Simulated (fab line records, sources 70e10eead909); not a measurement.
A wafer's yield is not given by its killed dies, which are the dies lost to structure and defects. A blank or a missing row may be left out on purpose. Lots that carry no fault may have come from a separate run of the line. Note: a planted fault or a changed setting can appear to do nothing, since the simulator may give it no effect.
Which tool was responsible? | flow nand harc | 39 wafers from 13 lots sampled at 7 of the route's 1159 steps

## WHAT EACH GAUGE READ, for each wafer
NHARC_A_STAIRCASE_INSPECT_155.
lot  | measured     | on                | raw defect count
L245 | day 13 12:07 | defect inspect-02 | 493 378 280
L247 | day 14 01:41 | defect inspect-01 | 218 268 401
L246 | day 14 12:02 | defect inspect-02 | 529 615 511
L249 | day 14 12:11 | defect inspect-02 | 386 332 561
L254 | day 16 02:18 | defect inspect-01 | 1905 1425 1599
L258 | day 17 05:25 | defect inspect-02 | 536 247 386
L260 | day 17 07:43 | defect inspect-02 | 359 440 426
L257 | day 17 08:10 | defect inspect-01 | 1704 1523 1605
L261 | day 17 18:28 | defect inspect-01 | 569 407 378
L263 | day 18 06:52 | defect inspect-02 | 379 381 459
L266 | day 18 16:38 | defect inspect-01 | 387 349 372
L267 | day 19 16:21 | defect inspect-01 | 217 294 230
L268 | day 19 16:37 | defect inspect-01 | 335 413 431

NHARC_A_SGD_CUT_CD_MEAS_09: target cd 100 nm.
lot  | measured     | on        | cd nm (nm)
L245 | day 13 12:56 | cd sem-02 | 101.0 99.7 100.9
L247 | day 14 02:34 | cd sem-02 | 100.5 100.0 100.2
L246 | day 14 12:50 | cd sem-02 | 99.9 99.7 99.5
L249 | day 14 13:04 | cd sem-01 | 99.6 99.5 100.5
L254 | day 16 03:05 | cd sem-03 | 100.2 99.9 100.3
L258 | day 17 06:23 | cd sem-03 | 101.0 99.6 101.3
L260 | day 17 08:23 | cd sem-03 | 100.9 100.0 99.6
L257 | day 17 08:58 | cd sem-03 | 101.0 101.0 100.5
L261 | day 17 19:09 | cd sem-03 | 100.2 98.8 99.0
L263 | day 18 07:40 | cd sem-03 | 100.4 99.6 100.8
L266 | day 18 17:26 | cd sem-03 | 100.1 100.8 100.3
L267 | day 19 17:08 | cd sem-03 | 100.8 100.9 100.5
L268 | day 19 17:25 | cd sem-02 | 101.2 100.6 99.9

NHARC_A_SGD_CUT_OVL_MEAS_10.
lot  | measured     | on         | overlay x nm (nm) | overlay y nm (nm)
L245 | day 13 13:02 | overlay-01 | -0.2 -0.4 -0.1    | 0.4 0.7 0.2
L247 | day 14 02:39 | overlay-02 | 0.0 -0.1 0.2      | -1.7 -1.2 -1.5
L246 | day 14 12:55 | overlay-02 | 1.0 1.1 0.8       | 0.4 0.6 0.4
L249 | day 14 13:10 | overlay-02 | -0.2 0.0 0.0      | -0.5 0.0 -0.9
L254 | day 16 03:11 | overlay-01 | 0.1 -0.3 0.4      | 0.7 0.8 0.8
L258 | day 17 06:29 | overlay-02 | 0.4 0.2 0.4       | -0.7 -0.7 -1.0
L260 | day 17 08:29 | overlay-02 | -0.2 -0.7 -0.1    | 0.3 1.0 1.1
L257 | day 17 09:03 | overlay-01 | 0.7 0.2 -0.2      | 0.1 -0.4 0.2
L261 | day 17 19:15 | overlay-01 | -0.1 0.4 0.5      | -0.1 0.0 0.2
L263 | day 18 07:45 | overlay-02 | -1.2 -0.5 -1.2    | -0.4 -0.7 -0.5
L266 | day 18 17:32 | overlay-01 | 0.2 0.5 0.2       | 0.4 0.0 0.3
L267 | day 19 17:14 | overlay-02 | -0.6 -1.0 -0.6    | -1.4 -0.8 -0.6
L268 | day 19 17:30 | overlay-01 | 0.2 0.3 0.2       | -0.2 -0.4 0.0

NHARC_A_SGD_CUT_INSPECT_11.
lot  | measured     | on                | raw defect count
L245 | day 13 13:04 | defect inspect-02 | 18 24 18
L247 | day 14 02:41 | defect inspect-01 | 23 25 24
L246 | day 14 12:58 | defect inspect-02 | 6 8 8
L249 | day 14 13:12 | defect inspect-01 | 10 8 7
L254 | day 16 03:13 | defect inspect-01 | 1271 1243 1315
L258 | day 17 06:31 | defect inspect-02 | 13 13 8
L260 | day 17 08:31 | defect inspect-02 | 23 32 26
L257 | day 17 09:05 | defect inspect-01 | 1272 1247 1230
L261 | day 17 19:17 | defect inspect-02 | 11 13 16
L263 | day 18 07:47 | defect inspect-02 | 12 14 11
L266 | day 18 17:34 | defect inspect-01 | 29 30 38
L267 | day 19 17:16 | defect inspect-01 | 18 23 16
L268 | day 19 17:32 | defect inspect-01 | 13 17 10

NHARC_END_SORT_01.
lot  | measured     | on        | killed at array | killed at other | killed at periphery | killed dies | killed open | killed short
L254 | day 22 01:18 | prober-01 | 558 562 574     | 1 2 1           | 0 4 0               | 559 568 575 | 1 1 2       | 1 3 0
L257 | day 22 09:44 | prober-02 | 576 568 563     | 0 0 0           | 1 1 0               | 577 569 563 | 0 0 1       | 0 0 0

## WHICH TOOL RAN EACH LOT (tool, then ch and the chambers of the sampled wafers, then the start)
lot  | NHARC_A_STAIRCASE_DEP_471       | NHARC_A_STAIRCASE_CMP_472
L245 | pecvd-04 ch 0,1,2, day 13 11:33 | cmp-02 ch 0,1, day 13 11:47
L247 | pecvd-01 ch 1,2, day 14 01:04   | cmp-04 ch 0,1,2, day 14 01:25
L246 | pecvd-01 ch 1,2, day 14 11:20   | cmp-02 ch 0,2, day 14 11:44
L249 | pecvd-03 ch 0,1,2, day 14 11:34 | cmp-04 ch 1,2, day 14 11:50
L254 | pecvd-03 ch 0,1, day 16 01:41   | cmp-04 ch 1,2,3, day 16 01:59
L258 | pecvd-01 ch 0,2, day 17 04:51   | cmp-03 ch 1,2, day 17 05:04
L260 | pecvd-01 ch 0,1,2, day 17 07:06 | cmp-03 ch 1,2, day 17 07:22
L257 | pecvd-01 ch 1,2, day 17 07:28   | cmp-04 ch 0,1,3, day 17 07:49
L261 | pecvd-03 ch 0,2, day 17 17:46   | cmp-03 ch 0,2, day 17 18:07
L263 | pecvd-01 ch 0,1,2, day 18 06:15 | cmp-02 ch 1,2,3, day 18 06:31
L266 | pecvd-04 ch 0,1,2, day 18 16:01 | cmp-02 ch 0,1,3, day 18 16:21
L267 | pecvd-04 ch 0,1,2, day 19 15:46 | cmp-04 ch 0,2,3, day 19 16:02
L268 | pecvd-03 ch 0,1, day 19 16:02   | cmp-04 ch 0,1,2, day 19 16:18
- NHARC_A_STAIRCASE_DEP_471: deposits SiO2, target thk 100 nm.
- NHARC_A_STAIRCASE_CMP_472: polishes SiO2.

## AS READ BY THE TOOLS THEMSELVES (means over the sampled wafers that have a number; for cases with no such wafer, the mark the record gives instead)
NHARC_A_STAIRCASE_DEP_471.
lot  | tool     | heater power outer w (W) | heater power w (W) | throttle valve pct (%)
L245 | pecvd-04 | 375                      | 680                | 16.5
L247 | pecvd-01 | 272                      | 497                | 15.6
L246 | pecvd-01 | 260                      | 505                | 16.0
L249 | pecvd-03 | 291                      | 526                | 15.6
L254 | pecvd-03 | 342                      | 570                | 15.8
L258 | pecvd-01 | 330                      | 548                | 15.8
L260 | pecvd-01 | 292                      | 523                | 16.1
L257 | pecvd-01 | 253                      | 510                | 16.1
L261 | pecvd-03 | 284                      | 532                | 15.9
L263 | pecvd-01 | 277                      | 495                | 16.3
L266 | pecvd-04 | 329                      | 610                | 15.9
L267 | pecvd-04 | 368                      | 660                | 16.1
L268 | pecvd-03 | 362                      | 607                | 16.1

NHARC_A_STAIRCASE_CMP_472.
lot  | tool   | motor current A (A)
L245 | cmp-02 | 11.8
L247 | cmp-04 | 12.8
L246 | cmp-02 | 10.2
L249 | cmp-04 | 11.4
L254 | cmp-04 | 10.9
L258 | cmp-03 | 14.2
L260 | cmp-03 | 14.1
L257 | cmp-04 | 11.6
L261 | cmp-03 | 12.2
L263 | cmp-02 | 10.5
L266 | cmp-02 | 11.2
L267 | cmp-04 | 12.4
L268 | cmp-04 | 12.1

## THE ANSWER, worked out from the rows above alone
Rule: usual is defined by the lots themselves. The widest of any qualifying gaps counts: lots, ordered by their means at a reading, are off when they make up no more than a third of the lots, leave a main group of 4 or more, and stand apart from it by 3 or more times the standard deviation of that group's means. A main group whose means are all the same, to the digits that the tables above print for the reading, isn't used. Also off: a lot with no number at a reading for which 4 or more lots have one. The other lots that the step has rows for count as sound. First the gauges in route order, then the tools' own readings, where a lot's mean is used as printed above. At the first step where some lot is off, the reading lying furthest off is the one used; lots without a number count as furthest.
Off: L254, L257, at NHARC_A_STAIRCASE_INSPECT_155 (raw defect count). Mean 393 and standard deviation 75 in the main group.
If a tool, at a process step before that reading, ran all the lots that are off and no sound lot after the first of them, it fits. The gauges at NHARC_A_STAIRCASE_INSPECT_155 are tried like those tools. None of those tried fits.

## WHAT WAS PUT IN BY THE SIMULATOR
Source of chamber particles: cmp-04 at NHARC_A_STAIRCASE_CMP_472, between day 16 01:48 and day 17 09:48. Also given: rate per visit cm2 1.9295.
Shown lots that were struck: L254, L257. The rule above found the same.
